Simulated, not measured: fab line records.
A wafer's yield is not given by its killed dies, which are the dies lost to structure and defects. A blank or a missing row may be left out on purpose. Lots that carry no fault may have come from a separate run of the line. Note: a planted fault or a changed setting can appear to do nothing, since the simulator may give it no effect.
fab line records	flow n5-finfet
record lots=9	wafers=27	last-day=18
route steps=1938 shown MOL_CONTACT_COAG@592 BEOL_M0_SAQP@646 BEOL_M4@1111 PASSIVATION@1936
lots untouched by any fault: they come from a run of this same line in which no faults occurred
start-h: hours from the record's first day to the start of the lot's first wafer shown	wait-h: hours from the lot's prior step to this one	" unchanged from the row above	L1.1+2: a single row standing in for several wafers	- no value, or no start given	* or withheld: withheld	< > ~ a bound
route shown NAME@n: NAME is a module with steps in the file, n the number in the route of the first one	usual: mean and standard deviation over wafers with no fault	same: alike in all rows	chamber/n: place in a boat	sites: readings site by site	_std_site: standard deviation across them	_edge_site: outer sites' mean less inner sites'	radius-mm: how far each site lies from the wafer's centre	mask NAME#n: copy n	behind: the tool/chamber that last shaped the wafer	hold: cause of the lot's hold/its duration in hours/its outcome	device: transistor that didn't switch, given as n, p or np	end of line: the tests these same wafers got at the end of their route	a step without rows: its recipe alone	killed: the dies lost at the first sort to structure and to defects; this is not the yield of the wafer	map: a wafer's dies, marking killed ones x, the rest . and places with no die _
set.NAME: setting as actually run; set.NAME@STEP: the setting as run at that earlier step	model.NAME: the simulator's own value behind a step, which no gauge read
steps of the route over a sample of lots; a table a step, a row a wafer
services: from which hour (start-h, from the record's first day; less than 0 if before it) a tool's chamber was out of use, for how many hours, and why
## steps
# step N5_MOL_CONTACT_COAG_CD_MEAS_137
# recipe target-cd-nm=16
# usual cd-nm=16.0/0.36
lot.wafer	tool	chamber	start-h	wait-h	cd-nm
L602.1	cd-sem-01	-	110.71	0.0	15.9
L602.2	"	-	"	"	15.2
L602.6	"	-	"	"	15.4
L603.3	cd-sem-01	-	112.72	0.0	16.2
L603.5	"	-	"	"	15.7
L603.6	"	-	"	"	16.4
L606.1	cd-sem-03	-	133.69	0.0	16.6
L606.4	"	-	"	"	16.2
L606.5	"	-	"	"	16.1
L613.3	cd-sem-01	-	175.37	0.0	16.7
L613.5	"	-	"	"	16.1
L613.6	"	-	"	"	16.1
L612.3	cd-sem-03	-	176.46	0.0	15.7
L612.4	"	-	"	"	15.6
L612.5	"	-	"	"	16.0
L619.2	cd-sem-03	-	208.10	0.0	15.9
L619.4	"	-	"	"	16.2
L619.5	"	-	"	"	16.4
L620.2	cd-sem-01	-	212.72	0.0	15.4
L620.3	"	-	"	"	16.2
L620.4	"	-	"	"	16.2
L623.2	cd-sem-02	-	230.64	0.0	16.1
L623.3	"	-	"	"	16.6
L623.5	"	-	"	"	16.2
L624.1	cd-sem-02	-	246.80	0.0	16.1
L624.4	"	-	"	"	16.5
L624.5	"	-	"	"	16.4
# step N5_MOL_CONTACT_COAG_OVL_MEAS_41
# recipe points-per-wafer=522
# usual VD_OVL=0.0/0.72
lot.wafer	tool	chamber	start-h	wait-h	VD_OVL[nm]
L602.1	overlay-01	0	111.18	0.0	0.8
L602.2	"	0	"	"	1.2
L602.6	"	0	"	"	1.5
L603.3	overlay-02	0	113.07	0.0	-0.4
L603.5	"	0	"	"	-0.1
L603.6	"	0	"	"	0.2
L606.1	overlay-01	0	134.03	0.0	-0.2
L606.4	"	0	"	"	-1.1
L606.5	"	0	"	"	-1.5
L613.3	overlay-02	0	175.85	0.0	0.8
L613.5	"	0	"	"	-0.1
L613.6	"	0	"	"	-0.3
L612.3	overlay-02	0	176.94	0.0	0.3
L612.4	"	0	"	"	0.0
L612.5	"	0	"	"	0.3
L619.2	overlay-02	0	208.46	0.0	-1.2
L619.4	"	0	"	"	0.1
L619.5	"	0	"	"	-0.3
L620.2	overlay-02	0	213.07	0.0	-1.1
L620.3	"	0	"	"	-0.5
L620.4	"	0	"	"	-1.5
L623.2	overlay-02	0	231.12	0.0	0.7
L623.3	"	0	"	"	0.8
L623.5	"	0	"	"	1.0
L624.1	overlay-01	0	247.28	0.0	-1.0
L624.4	"	0	"	"	0.2
L624.5	"	0	"	"	-0.8
# step N5_MOL_CONTACT_COAG_VIA_ETCH_117
# recipe chemistry=C4F6/O2	target-depth-a=400	overetch-a=80	mask-material=SOC	target=SiO2	bias-w=455	pressure-mtorr=10	time-s=26	source-w=325	Ar_flow_sccm=300	C4F6_flow_sccm=10	O2_flow_sccm=10	ion-energy-ev=575.3	ends=end-point
# usual chamber-pressure-mTorr=10.001/0.01	drypump-motor-current-A=5.8/0.62	oes-product-au=0.69/0.055	rf-vpp-V=1575/26	showerhead-plenum-p-Torr=2.79/0.081	throttle-valve-pct=41.0/0.36
lot.wafer	tool	chamber	start-h	wait-h	chamber-pressure-mTorr	drypump-motor-current-A	oes-product-au	rf-hours-counter-h	rf-vpp-V	showerhead-plenum-p-Torr	throttle-valve-pct
L602.1	rie-diel-05	3	111.78	0.0	10.012	6.8	0.67	180	1544	2.71	41.6
L602.2	"	0	"	"	9.989	5.2	0.64	200	1612	2.91	40.6
L602.6	"	0	"	"	10.010	5.3	0.64	-	1613	2.91	40.6
L603.3	rie-diel-05	3	113.70	0.0	9.989	6.7	0.67	181	1543	2.71	41.6
L603.5	"	0	"	"	10.011	5.3	0.64	-	1611	2.91	40.6
L603.6	"	3	"	"	10.004	6.7	0.67	-	1543	2.71	41.6
L606.1	rie-diel-06	0	134.60	0.0	10.001	6.3	0.67	146	1539	2.73	41.2
L606.4	"	2	"	"	9.995	5.3	0.76	48	1605	2.76	40.8
L606.5	"	3	"	"	10.006	4.8	0.70	-	1550	2.74	40.8
L613.3	rie-diel-05	3	176.53	0.0	10.010	6.7	0.65	204	1542	2.70	41.6
L613.5	"	3	"	"	9.997	6.7	0.66	-	1543	2.70	41.6
L613.6	"	0	"	"	10.009	5.3	0.62	-	1611	2.90	40.6
L612.3	rie-diel-06	2	178.83	0.0	10.005	5.3	0.75	-	1606	2.75	40.8
L612.4	"	3	"	"	10.003	4.8	0.69	-	1549	2.74	40.8
L612.5	"	2	"	"	9.990	5.3	0.75	-	1604	2.75	40.8
L619.2	rie-diel-01	2	209.47	0.0	10.014	6.7	0.68	180	1592	2.82	40.7
L619.4	"	2	"	"	9.992	6.7	0.68	-	1593	2.82	40.6
L619.5	"	2	"	"	9.989	6.7	0.68	-	1592	2.82	40.6
L620.2	rie-diel-05	2	214.59	0.0	9.989	5.6	0.68	149	1585	2.86	41.3
L620.3	"	0	"	"	9.996	5.3	0.61	236	1610	2.89	40.6
L620.4	"	3	"	"	10.011	6.7	0.64	216	1543	2.69	41.6
L623.2	rie-diel-05	0	233.57	0.0	9.986	5.3	0.61	244	1611	2.89	40.6
L623.3	"	3	"	"	10.003	6.7	0.64	225	1544	2.69	41.6
L623.5	"	1	"	"	10.001	6.0	0.72	-	1580	2.76	41.2
L624.1	rie-diel-06	0	247.85	0.0	10.005	6.4	0.65	183	1536	2.71	41.2
L624.4	"	1	"	"	10.013	5.8	0.83	-	1576	2.88	40.4
L624.5	"	0	"	"	9.973	6.3	0.65	-	1536	2.71	41.2
# step N5_BEOL_M0_SAQP_EXPOSE_11
# recipe mask-id=M0_CORE	na=1.35	source-shape=dipole	sigma-inner=0.538	sigma-outer=0.738	polarization=te	target-cd-nm=42	dose-mj=55
# usual exposure-dose-mJ-cm2=54.99/0.06	reticle-temp-C=23.00/0.11
lot.wafer	tool	chamber	start-h	wait-h	mask	exposure-dose-mJ-cm2	reticle-temp-C
L603.3	arfi-scanner-01	0	129.02	-	M0_CORE#0	54.88	23.04
L603.5	"	0	"	"	M0_CORE#0	54.97	23.16
L603.6	"	0	"	"	M0_CORE#0	54.96	23.05
L602.1	arfi-scanner-02	0	129.17	-	M0_CORE#0	54.99	23.06
L602.2	"	0	"	"	M0_CORE#0	54.96	23.19
L602.6	"	0	"	"	M0_CORE#0	54.96	22.90
L606.1	arfi-scanner-01	0	140.08	-	M0_CORE#0	58.44	22.82
L606.4	"	0	"	"	M0_CORE#0	58.49	23.01
L606.5	"	0	"	"	M0_CORE#0	58.68	22.98
L613.3	arfi-scanner-03	0	182.89	-	M0_CORE#0	55.04	23.17
L613.5	"	0	"	"	M0_CORE#0	55.19	23.07
L613.6	"	0	"	"	M0_CORE#0	55.10	23.10
L612.3	arfi-scanner-01	0	186.00	-	M0_CORE#0	57.83	23.11
L612.4	"	0	"	"	M0_CORE#0	57.77	23.11
L612.5	"	0	"	"	M0_CORE#0	57.89	23.07
L619.2	arfi-scanner-02	0	215.89	-	M0_CORE#0	55.08	22.92
L619.4	"	0	"	"	M0_CORE#0	55.05	23.01
L619.5	"	0	"	"	M0_CORE#0	55.10	23.04
L620.2	arfi-scanner-03	0	220.35	-	M0_CORE#0	55.03	22.85
L620.3	"	0	"	"	M0_CORE#0	54.95	22.92
L620.4	"	0	"	"	M0_CORE#0	55.03	23.04
L623.2	arfi-scanner-02	0	242.26	-	M0_CORE#0	55.01	23.20
L623.3	"	0	"	"	M0_CORE#0	54.91	23.10
L623.5	"	0	"	"	M0_CORE#0	54.98	22.93
L624.1	arfi-scanner-02	0	253.80	-	M0_CORE#0	54.95	22.91
L624.4	"	0	"	"	M0_CORE#0	54.99	22.89
L624.5	"	0	"	"	M0_CORE#0	55.05	22.77
# step N5_BEOL_M0_SAQP_CD_MEAS_14
# recipe target-cd-nm=42.5	landing-energy-ev=500	detector=se-inlens
# usual cd-nm=42.6/0.34
lot.wafer	tool	chamber	start-h	wait-h	cd-nm
L603.3	cd-sem-01	0	129.14	-	42.9
L603.5	"	0	"	"	43.0
L603.6	"	0	"	"	42.4
L602.1	cd-sem-01	0	129.30	-	42.6
L602.2	"	0	"	"	42.8
L602.6	"	0	"	"	42.8
L606.1	cd-sem-02	0	140.21	-	40.7
L606.4	"	0	"	"	40.4
L606.5	"	0	"	"	40.5
L613.3	cd-sem-03	0	183.01	-	43.0
L613.5	"	0	"	"	43.0
L613.6	"	0	"	"	42.6
L612.3	cd-sem-02	0	186.12	-	41.7
L612.4	"	0	"	"	41.4
L612.5	"	0	"	"	41.3
L619.2	cd-sem-03	0	216.01	-	43.0
L619.4	"	0	"	"	42.9
L619.5	"	0	"	"	42.5
L620.2	cd-sem-03	0	220.47	-	42.0
L620.3	"	0	"	"	42.0
L620.4	"	0	"	"	42.7
L623.2	cd-sem-01	0	242.38	-	43.2
L623.3	"	0	"	"	42.9
L623.5	"	0	"	"	42.9
L624.1	cd-sem-01	0	253.92	-	42.5
L624.4	"	0	"	"	42.6
L624.5	"	0	"	"	42.4
# step N5_BEOL_M4_RC_MEAS_101
# usual DIBL_N=36.5/2	DIBL_P=36.5/2.3	IOFF_N=0.16/0.036	IOFF_P=0.21/0.037	ION_N=672/12	ION_P=459/7.1	SS_N=71.6/0.73	SS_P=73.4/0.76	VT_N=250/3.3	VT_P=-250.5/2.9
lot.wafer	tool	chamber	start-h	wait-h	DIBL_N[mV/V]	DIBL_P[mV/V]	IOFF_N[nA/um]	IOFF_P[nA/um]	ION_N[uA/um]	ION_P[uA/um]	SS_N[mV/dec]	SS_P[mV/dec]	VT_N[mV]	VT_P[mV]
L603.3	prober-01	0	186.54	0.3	36.6	33.7	0.13	0.17	661	458	71.9	72.1	251	-253.6
L603.5	"	0	"	"	36.1	33.6	0.13	0.18	668	455	70.7	72.0	251	-250.0
L603.6	"	0	"	"	38.4	36.9	0.17	0.22	687	471	72.0	73.1	245	-247.1
L602.1	prober-02	0	191.31	0.0	37.5	37.7	0.16	0.22	672	459	71.8	74.5	248	-247.8
L602.2	"	0	"	"	39.7	40.1	0.20	0.25	676	464	72.6	74.9	248	-246.5
L602.6	"	0	"	"	38.2	38.4	0.17	0.23	673	461	72.1	74.8	250	-249.2
L606.1	prober-01	0	194.93	0.0	32.9	33.3	0.11	0.17	671	465	70.6	72.2	253	-255.8
L606.4	"	0	"	"	36.0	36.4	0.15	0.21	682	468	70.7	73.5	249	-247.8
L606.5	"	0	"	"	31.2	31.0	0.10	0.14	672	465	69.7	72.0	257	-254.7
L613.3	prober-01	0	257.46	0.3	38.3	36.8	0.19	0.25	684	464	71.7	74.4	245	-248.6
L613.5	"	0	"	"	39.4	37.8	0.24	0.27	693	465	72.8	74.5	243	-247.5
L613.6	"	0	"	"	38.6	37.5	0.21	0.27	680	462	72.3	74.3	247	-247.8
L612.3	prober-02	0	260.43	0.3	36.6	37.2	0.17	0.23	676	463	71.1	73.9	250	-246.2
L612.4	"	0	"	"	37.1	38.2	0.18	0.26	684	472	71.7	74.3	246	-246.0
L612.5	"	0	"	"	34.2	34.3	0.12	0.18	663	460	70.6	72.4	255	-249.6
L619.2	prober-02	0	274.28	0.2	35.3	33.9	0.13	0.20	667	463	70.7	72.7	253	-247.5
L619.4	"	0	"	"	35.1	33.6	0.13	0.19	671	464	70.4	72.4	252	-250.6
L619.5	"	0	"	"	36.7	35.6	0.15	0.23	679	470	71.5	73.3	249	-247.3
L620.2	prober-02	0	296.75	0.2	36.0	36.4	0.16	0.20	654	452	72.2	73.7	251	-253.1
L620.3	"	0	"	"	32.4	33.5	0.12	0.16	668	463	70.2	72.5	250	-252.6
L620.4	"	0	"	"	38.2	40.1	0.22	0.26	693	474	72.2	73.2	244	-248.4
L623.2	prober-01	0	309.41	0.2	38.1	41.2	0.24	0.30	691	474	72.1	73.9	243	-243.0
L623.3	"	0	"	"	37.5	39.5	0.21	0.26	684	467	71.8	74.3	248	-246.6
L623.5	"	0	"	"	37.7	39.4	0.21	0.26	661	449	72.3	74.0	247	-245.4
L624.1	prober-01	0	332.06	0.0	38.1	40.2	0.19	0.21	671	457	71.6	75.2	249	-250.8
L624.4	"	0	"	"	39.1	40.6	0.22	0.23	682	457	72.8	74.2	246	-251.5
L624.5	"	0	"	"	38.8	41.3	0.21	0.23	675	456	72.4	74.7	248	-248.9
# step N5_PASSIVATION_PROBE_49
# usual defect-limited-yield=91.4/1.4	killed_at_M0_to_M3=33/11	killed_at_M4_up=13/5.3	killed-at-contacts=13/6.1	killed-at-front-end=40/11	killed-at-other=2.9/2.7	killed-dies=102/17	killed-open=68/13	killed-short=32/7.5	sort_bin_5_function=5.1/0.98	sort_bin_6_memory=3.2/0.69	sort-n-pass=1077/21	sort-yield-pct=91.3/1.7
# same gross-dies=1180	killed-at-back-side=0	sort_bin_4_leakage[%]=0	sort_bin_8_speed[%]=0
lot.wafer	tool	chamber	start-h	wait-h	defect-limited-yield[%]	killed_at_M0_to_M3	killed_at_M4_up	killed-at-contacts	killed-at-front-end	killed-at-other	killed-dies	killed-open	killed-short	sort_bin_5_function[%]	sort_bin_6_memory[%]	sort-n-pass	sort-yield-pct[%]
L603.3	prober-01	-	305.62	0.1	90.7	24	9	22	53	2	110	67	41	5.2	3.6	1070	90.7
L603.5	prober-01	-	305.72	0.2	91.2	32	10	28	31	3	104	68	36	6.0	2.6	1076	91.2
L603.6	prober-01	-	305.77	0.3	89.9	28	22	33	33	3	119	75	41	6.0	3.3	1061	89.9
L602.1	prober-02	-	309.07	0.0	89.7	41	23	18	37	3	122	86	33	5.9	4.2	1058	89.7
L602.2	prober-02	-	309.12	0.1	89.1	43	15	17	52	2	129	97	26	6.4	4.0	1051	89.1
L602.6	prober-02	-	309.32	0.3	91.0	30	15	13	37	11	106	76	28	5.3	3.4	1074	91.0
L606.1	prober-02	-	316.17	0.0	90.8	29	13	9	51	6	108	56	52	5.8	2.5	1072	90.8
L606.4	prober-02	-	316.32	0.2	88.5	28	9	24	65	10	136	97	38	7.2	3.9	1044	88.5
L606.5	prober-02	-	316.37	0.2	91.0	25	7	11	60	3	106	73	33	5.0	3.8	1074	91.0
L613.3	prober-02	-	372.43	0.1	90.9	36	23	9	38	1	107	77	30	5.0	3.8	1073	90.9
L613.5	prober-02	-	372.53	0.2	92.7	36	12	5	29	4	86	53	31	4.7	2.5	1094	92.7
L613.6	prober-02	-	372.58	0.3	91.4	23	20	5	52	1	101	67	32	5.2	3.2	1079	91.4
L612.3	prober-02	-	390.38	0.1	91.6	36	12	10	28	13	99	66	32	4.6	3.3	1081	91.6
L612.4	prober-02	-	390.43	0.2	92.5	28	7	13	36	4	88	57	31	3.9	3.2	1092	92.5
L612.5	prober-02	-	390.48	0.2	90.9	39	12	10	41	5	107	75	30	5.3	3.5	1073	90.9
L619.2	prober-02	-	395.53	0.1	90.7	21	16	8	60	5	110	68	42	4.8	4.2	1070	90.7
L619.4	prober-02	-	395.63	0.2	90.3	22	11	23	58	1	115	70	42	5.8	3.4	1065	90.3
L619.5	prober-02	-	395.68	0.2	91.3	20	13	11	56	3	103	66	37	5.5	3.0	1077	91.3
L620.2	prober-01	-	414.94	0.1	94.4	17	8	7	33	1	66	40	26	2.9	2.5	1114	94.4
L620.3	prober-01	-	414.99	0.1	90.8	32	13	16	42	6	109	72	37	6.7	2.3	1071	90.8
L623.2	prober-02	-	419.63	0.1	92.7	24	15	10	36	1	86	57	28	3.8	3.2	1094	92.7
L623.3	prober-02	-	419.68	0.1	90.7	32	25	14	33	6	110	74	34	4.7	4.6	1070	90.7
L623.5	prober-02	-	419.78	0.2	92.6	26	14	9	35	3	87	62	25	3.6	3.3	1093	92.6
L624.1	prober-02	-	437.13	0.0	92.2	38	10	6	35	3	92	56	36	4.7	2.7	1088	92.2
L624.4	prober-02	-	437.28	0.2	92.1	35	5	9	41	3	93	66	25	5.1	2.6	1087	92.1
L624.5	prober-02	-	437.33	0.2	91.8	29	12	13	42	1	97	63	32	5.4	2.5	1083	91.8
# killed by level:class
L603.3 FIN_SAQP:geometric-particle:open=19 FIN_SAQP:geometric-particle:short=13 MOL_CONTACT_COAG:geometric-particle:open=13 MOL_CONTACT_COAG:geometric-particle:short=9 BEOL_M3:geometric-particle:open=6 BEOL_M4:geometric-particle:open=6 STARTING-WAFER:geometric-particle:open=6 BEOL_M0_SAQP:geometric-particle:short=4
L603.5 MOL_CONTACT_COAG:geometric-particle:open=22 FIN_SAQP:geometric-particle:open=10 STI_FIN_REVEAL:geometric-particle:open=9 BEOL_M0_SAQP:geometric-particle:short=7 MOL_CONTACT_COAG:geometric-particle:short=6 BEOL_M4:geometric-particle:open=6 BEOL_M0_SAQP:geometric-particle:open=5 BEOL_M0:geometric-particle:short=5
L603.6 MOL_CONTACT_COAG:geometric-particle:open=24 MOL_CONTACT_COAG:geometric-particle:short=9 BEOL_M1:geometric-particle:open=9 BEOL_M4:geometric-particle:open=9 FIN_SAQP:geometric-particle:open=8 STI_FIN_REVEAL:geometric-particle:open=5 GATE_CUT:geometric-particle:short=5 BEOL_M1:geometric-particle:short=4
L602.1 BEOL_M4:geometric-particle:open=16 MOL_CONTACT_COAG:geometric-particle:open=13 DUMMY_GATE:geometric-particle:open=12 BEOL_M0_SAQP:geometric-particle:short=11 BEOL_M3:geometric-particle:open=9 BEOL_M0_SAQP:geometric-particle:open=7 GATE_CUT:geometric-particle:short=6 STARTING-WAFER:geometric-particle:open=6
L602.2 STI_FIN_REVEAL:geometric-particle:open=14 MOL_CONTACT_COAG:geometric-particle:open=14 BEOL_M1:geometric-particle:open=12 BEOL_M0_SAQP:geometric-particle:open=11 BEOL_M4:geometric-particle:open=10 DUMMY_GATE:geometric-particle:open=9 BEOL_M2:geometric-particle:open=6 STARTING-WAFER:geometric-particle:open=6
L602.6 BEOL_M1:geometric-particle:open=10 BEOL_M4:geometric-particle:open=10 STI_FIN_REVEAL:geometric-particle:open=9 DUMMY_GATE:geometric-particle:open=9 MOL_CONTACT_COAG:geometric-particle:open=9 FIN_SAQP:geometric-particle:open=6 BEOL_M0_SAQP:geometric-particle:open=6 PASS1_CAP:geometric-particle:short=5
L606.1 FIN_SAQP:geometric-particle:open=17 FIN_SAQP:geometric-particle:short=15 BEOL_M2:geometric-particle:short=10 MOL_CONTACT_COAG:geometric-particle:open=7 BEOL_M0_SAQP:geometric-particle:open=5 BEOL_M4:geometric-particle:open=5 BEOL_M1:geometric-particle:short=4 STI_FIN_REVEAL:geometric-particle:open=3
L606.4 FIN_SAQP:geometric-particle:open=24 MOL_CONTACT_COAG:geometric-particle:open=21 STI_FIN_REVEAL:geometric-particle:open=18 BEOL_M2:geometric-particle:short=9 FIN_SAQP:geometric-particle:short=8 BEOL_M0_SAQP:geometric-particle:open=7 STI_FIN_REVEAL:geometric-particle:short=4 STARTING-WAFER:geometric-particle:open=4
L606.5 FIN_SAQP:geometric-particle:open=16 STI_FIN_REVEAL:geometric-particle:open=10 MOL_CONTACT_COAG:geometric-particle:open=9 FIN_SAQP:geometric-particle:short=7 GATE_CUT:geometric-particle:short=7 STARTING-WAFER:geometric-particle:short=7 BEOL_M3:geometric-particle:open=7 DUMMY_GATE:geometric-particle:open=6
L613.3 BEOL_M0_SAQP:geometric-particle:open=9 BEOL_M3:geometric-particle:open=9 FIN_SAQP:geometric-particle:open=8 DUMMY_GATE:geometric-particle:open=8 MOL_CONTACT_COAG:geometric-particle:open=8 BEOL_M0_SAQP:geometric-particle:short=7 BEOL_M4:geometric-particle:open=7 STI_FIN_REVEAL:geometric-particle:open=6
L613.5 STI_FIN_REVEAL:geometric-particle:open=9 BEOL_M0_SAQP:geometric-particle:short=9 BEOL_M3:geometric-particle:open=8 BEOL_M0_SAQP:geometric-particle:open=6 DUMMY_GATE:geometric-particle:open=5 BEOL_M4:geometric-particle:open=5 STI_FIN_REVEAL:geometric-particle:short=4 BEOL_M4:geometric-particle:short=4
L613.6 FIN_SAQP:geometric-particle:open=14 STI_FIN_REVEAL:geometric-particle:open=12 BEOL_M4:geometric-particle:open=10 FIN_SAQP:geometric-particle:short=9 BEOL_M3:geometric-particle:open=4 MOL_CONTACT_COAG:geometric-particle:open=4 ILD0:geometric-particle:short=3 BEOL_M0_SAQP:geometric-particle:open=3
L612.3 BEOL_M0_SAQP:geometric-particle:open=11 BEOL_M0_SAQP:geometric-particle:short=10 MOL_CONTACT_COAG:geometric-particle:open=9 STARTING-WAFER:geometric-particle:short=7 FIN_SAQP:geometric-particle:open=6 BEOL_M2:geometric-particle:open=6 PASS1_CAP:geometric-particle:open=5 GATE_CUT:geometric-particle:open=4
L612.4 BEOL_M2:geometric-particle:open=12 FIN_SAQP:geometric-particle:open=11 MOL_CONTACT_COAG:geometric-particle:open=10 GATE_CUT:geometric-particle:short=8 BEOL_M0_SAQP:geometric-particle:open=4 BEOL_M0_SAQP:geometric-particle:short=4 STARTING-WAFER:geometric-particle:short=4 STARTING-WAFER:geometric-particle:open=4
L612.5 FIN_SAQP:geometric-particle:open=12 MOL_CONTACT_COAG:geometric-particle:open=9 BEOL_M4:geometric-particle:open=9 FIN_SAQP:geometric-particle:short=8 BEOL_M2:geometric-particle:open=8 BEOL_M0_SAQP:geometric-particle:open=7 BEOL_M0_SAQP:geometric-particle:short=7 BEOL_M1:geometric-particle:open=7
L619.2 FIN_SAQP:geometric-particle:open=14 FIN_SAQP:geometric-particle:short=11 STI_FIN_REVEAL:geometric-particle:open=11 GATE_CUT:geometric-particle:short=9 BEOL_M4:geometric-particle:open=7 MOL_CONTACT_COAG:geometric-particle:open=5 BEOL_M0_SAQP:geometric-particle:open=5 BEOL_M0_SAQP:geometric-particle:short=4
L619.4 FIN_SAQP:geometric-particle:open=23 MOL_CONTACT_COAG:geometric-particle:open=17 FIN_SAQP:geometric-particle:short=12 BEOL_M0_SAQP:geometric-particle:short=7 STI_FIN_REVEAL:geometric-particle:open=5 BEOL_M0_SAQP:geometric-particle:open=5 MOL_CONTACT_COAG:geometric-particle:short=4 ILD0:geometric-particle:short=4
L619.5 STI_FIN_REVEAL:geometric-particle:open=14 FIN_SAQP:geometric-particle:short=14 FIN_SAQP:geometric-particle:open=10 MOL_CONTACT_COAG:geometric-particle:open=9 BEOL_M4:geometric-particle:open=9 GATE_CUT:geometric-particle:short=7 BEOL_M1:geometric-particle:open=6 BEOL_M0_SAQP:geometric-particle:short=5
L620.2 FIN_SAQP:geometric-particle:open=11 MOL_CONTACT_COAG:geometric-particle:open=7 BEOL_M0_SAQP:geometric-particle:short=7 FIN_SAQP:geometric-particle:short=6 STARTING-WAFER:geometric-particle:open=5 BEOL_M0:geometric-particle:open=4 STARTING-WAFER:geometric-particle:short=4 DUMMY_GATE:geometric-particle:open=2
L620.3 FIN_SAQP:geometric-particle:open=13 BEOL_M2:geometric-particle:open=12 MOL_CONTACT_COAG:geometric-particle:open=11 FIN_SAQP:geometric-particle:short=9 STI_FIN_REVEAL:geometric-particle:open=9 BEOL_M0_SAQP:geometric-particle:open=6 MOL_CONTACT_COAG:geometric-particle:short=5 BEOL_M1:geometric-particle:open=5
L623.2 FIN_SAQP:geometric-particle:short=10 BEOL_M4:geometric-particle:open=10 FIN_SAQP:geometric-particle:open=9 MOL_CONTACT_COAG:geometric-particle:open=9 STI_FIN_REVEAL:geometric-particle:open=6 BEOL_M1:geometric-particle:open=6 BEOL_M0_SAQP:geometric-particle:short=5 BEOL_M0:geometric-particle:open=5
L623.3 MOL_CONTACT_COAG:geometric-particle:open=14 BEOL_M0_SAQP:geometric-particle:open=11 BEOL_M4:geometric-particle:open=11 FIN_SAQP:geometric-particle:open=10 BEOL_M0_SAQP:geometric-particle:short=9 FIN_SAQP:geometric-particle:short=7 STI_FIN_REVEAL:geometric-particle:open=5 BEOL_M1:geometric-particle:open=5
L623.5 BEOL_M1:geometric-particle:open=10 MOL_CONTACT_COAG:geometric-particle:open=8 FIN_SAQP:geometric-particle:open=7 FIN_SAQP:geometric-particle:short=7 BEOL_M4:geometric-particle:open=6 GATE_CUT:geometric-particle:short=6 DUMMY_GATE:geometric-particle:open=5 BEOL_M2:geometric-particle:open=4
L624.1 STI_FIN_REVEAL:geometric-particle:open=12 BEOL_M0_SAQP:geometric-particle:short=11 BEOL_M3:geometric-particle:open=10 BEOL_M0_SAQP:geometric-particle:open=7 BEOL_M4:geometric-particle:open=7 FIN_SAQP:geometric-particle:open=4 MOL_CONTACT_COAG:geometric-particle:open=4 BEOL_M1:geometric-particle:open=4
L624.4 DUMMY_GATE:geometric-particle:open=13 BEOL_M3:geometric-particle:open=12 BEOL_M1:geometric-particle:open=9 FIN_SAQP:geometric-particle:short=8 MOL_CONTACT_COAG:geometric-particle:open=8 STI_FIN_REVEAL:geometric-particle:open=6 BEOL_M0_SAQP:geometric-particle:open=5 FIN_SAQP:geometric-particle:open=3
L624.5 STI_FIN_REVEAL:geometric-particle:open=12 MOL_CONTACT_COAG:geometric-particle:open=12 FIN_SAQP:geometric-particle:short=9 BEOL_M1:geometric-particle:open=7 BEOL_M3:geometric-particle:open=6 FIN_SAQP:geometric-particle:open=5 STARTING-WAFER:geometric-particle:short=5 STI_FIN_REVEAL:geometric-particle:short=4
## services
tool	chamber	start-h	hours	kind
rie-diel-05	-	88.48	0.2	repair
arfi-scanner-01	-	104.27	1.0	pm
rie-diel-05	2	106.14	16.1	repair
arfi-scanner-02	-	109.41	0.8	pm
arfi-scanner-01	-	114.10	3.9	pm
rie-diel-05	1	116.27	3.7	repair
arfi-scanner-01	-	118.64	2.5	repair
rie-diel-06	2	128.59	2.3	repair
arfi-scanner-01	-	135.04	0.8	pm
arfi-scanner-01	-	142.74	3.0	pm
rie-diel-05	0	156.68	4.6	repair
arfi-scanner-01	-	159.79	1.3	pm
arfi-scanner-02	-	169.76	1.3	pm
arfi-scanner-01	-	174.94	1.0	pm
rie-diel-06	0	176.57	2.9	repair
arfi-scanner-02	-	185.47	0.5	repair
arfi-scanner-01	-	195.88	0.8	pm
rie-diel-06	1	199.25	14.5	repair
rie-diel-06	-	209.18	0.3	repair
rie-diel-06	-	210.01	4.8	repair
arfi-scanner-02	-	210.15	1.0	pm
arfi-scanner-02	-	211.15	1.0	pm
arfi-scanner-02	-	213.17	0.9	repair
rie-diel-05	-	236.83	0.2	repair
## key
first-sign step=N5_BEOL_M0_SAQP_EXPOSE_11	reading=exposure-dose-mJ-cm2	direction=up	sigmas=53	usual=54.99	struck=58.18
effect step=N5_BEOL_M0_SAQP_CD_MEAS_14	reading=cd-nm	direction=down	sigmas=4.7	usual=42.6	struck=41.0	through=control-loop
met-at N5_BEOL_M0_SAQP_EXPOSE_11
struck-lots L606,L612
loop-trim step=N5_BEOL_M0_SAQP_EXPOSE_11	setting=dose	lots=L612
not-acting-at N5_MOL_CONTACT_COAG_CD_MEAS_137,N5_MOL_CONTACT_COAG_OVL_MEAS_41,N5_MOL_CONTACT_COAG_VIA_ETCH_117
onset-between 129.02 140.08
fault kind=process-parameter-drift	tool=arfi-scanner-01	chamber=-	onset-h=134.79	steps=N5_BEOL_M0_SAQP_EXPOSE_11	channel=dose-mj	offset=3.5556	shape=step	acts-in=these-recipes-only	stated=55
# loop-trim: a control loop set the setting to another value than it would have without faults
